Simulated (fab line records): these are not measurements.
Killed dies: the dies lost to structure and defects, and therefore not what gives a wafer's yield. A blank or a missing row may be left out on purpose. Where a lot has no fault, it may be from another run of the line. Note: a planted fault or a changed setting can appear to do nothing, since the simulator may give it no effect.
Which tool is to blame?    flow nandHarc    72 wafers from 24 lots sampled at 2 of the route's 1302 steps

WHAT THE GAUGES READ, wafer by wafer
NHARC_A_CHANNEL_HOLE_D1_CD_MEAS_10 targets a cd of 100 nm. Usual: cdNm reads 100.1 nm (standard deviation 0.6).
lot   measured      on        cdNm (nm)          flag
L074  day 8 15:26   cdSem-01  100.6 101.4 101.3  
L075  day 8 19:11   cdSem-03  99.6 98.8 99.6     
L076  day 9 06:02   cdSem-03  101.1 100.3 100.2  
L077  day 9 16:48   cdSem-01  98.9 99.4 99.5     
L078  day 10 06:57  cdSem-02  100.3 101.2 100.3  
L079  day 10 07:06  cdSem-01  100.1 99.7 100.1   
L080  day 11 05:03  cdSem-02  100.6 101.0 100.4  
L082  day 11 17:54  cdSem-03  100.8 99.8 100.4   
L081  day 11 19:01  cdSem-02  99.7 100.3 100.2   
L083  day 12 09:19  cdSem-01  99.5 99.7 99.3     
L084  day 13 01:32  cdSem-02  99.3 99.8 100.2    
L085  day 13 06:02  cdSem-01  100.0 99.6 99.6    
L086  day 13 19:07  cdSem-01  100.5 99.1 99.8    
L087  day 14 15:12  cdSem-02  100.6 99.9 101.0   
L088  day 14 16:13  cdSem-01  100.9 100.0 100.8  
L089  day 15 09:21  cdSem-02  101.4 100.7 101.0  
L090  day 15 10:04  cdSem-01  99.9 100.4 100.3   
L091  day 15 10:32  cdSem-03  99.1 99.7 99.6     
L092  day 15 19:48  cdSem-03  99.9 100.4 100.3   
L093  day 17 01:13  cdSem-01  100.4 100.5 100.1  
L094  day 17 02:55  cdSem-01  99.7 100.3 100.5   
L095  day 17 06:13  cdSem-03  101.3 100.5 101.4  
L096  day 17 14:07  cdSem-01  98.8 99.5 99.6     
L097  day 18 07:08  cdSem-01  100.0 99.9 100.4   

NHARC_A_CHANNEL_HOLE_D1_CD_MEAS_18. Usual: cdNm reads 99.2 nm (standard deviation 2).
lot   measured      on        cdNm (nm)          flag
L074  day 8 16:44   cdSem-01  100.7 101.4 103.9  
L075  day 8 20:29   cdSem-03  96.6 97.8 97.5     
L076  day 9 07:20   cdSem-03  101.7 99.2 96.6    
L077  day 9 18:06   cdSem-01  93.8 97.3 96.0     
L078  day 10 09:27  cdSem-02  97.6 95.8 99.8     
L079  day 10 09:47  cdSem-01  99.0 99.1 97.7     
L080  day 11 06:20  cdSem-03  103.1 99.6 102.9   
L082  day 11 19:11  cdSem-03  96.4 99.3 99.0     
L081  day 11 20:19  cdSem-02  98.0 102.2 102.9   
L083  day 12 10:37  cdSem-02  101.1 100.9 96.2   
L084  day 13 02:50  cdSem-02  98.1 98.4 101.3    
L085  day 13 07:20  cdSem-03  96.0 97.6 98.3     
L086  day 13 20:25  cdSem-03  99.3 96.1 100.0    
L087  day 14 16:30  cdSem-03  98.2 100.3 101.5   
L088  day 14 17:30  cdSem-02  97.1 96.6 96.6     
L089  day 15 10:38  cdSem-02  101.1 101.0 98.1   
L090  day 15 11:23  cdSem-01  100.6 101.5 101.3  
L091  day 15 11:49  cdSem-02  96.5 98.2 98.3     
L092  day 15 21:06  cdSem-01  98.2 103.6 102.2   
L093  day 17 02:34  cdSem-01  101.8 101.5 99.1   
L094  day 17 04:13  cdSem-01  96.8 103.6 98.9    
L095  day 17 07:31  cdSem-03  100.9 98.3 102.1   
L096  day 17 15:24  cdSem-01  98.0 99.5 97.5     
L097  day 18 08:26  cdSem-01  96.8 101.5 100.2   

TOOL THAT RAN EACH LOT (tool first, then ch and the chambers of the sampled wafers, then the start)
The record holds no process step before these readings.

AS READ BY THE TOOLS THEMSELVES (means over the sampled wafers that have a number; for cases with no such wafer, the mark the record gives instead)
The record holds no such reading with a usual standard deviation.

THE ANSWER, worked out from the rows above alone
Rule: a lot is off if the mean of its wafers that have a number lies more than 3 standard deviations from the usual mean. Also off: a lot with no number at a reading for which 4 or more lots have one. Where the step has rows for the other lots, those lots are counted as sound. The gauges are gone through in route order, then the tools' own readings, and for those a lot's mean is taken as printed above. The first step at which some lot is off is used, and at that step the reading that is off furthest; a lot without a number counts as furthest.
No lot is off at any reading shown: from this, nothing can be told.

WHAT HAD BEEN PUT IN BY THE SIMULATOR
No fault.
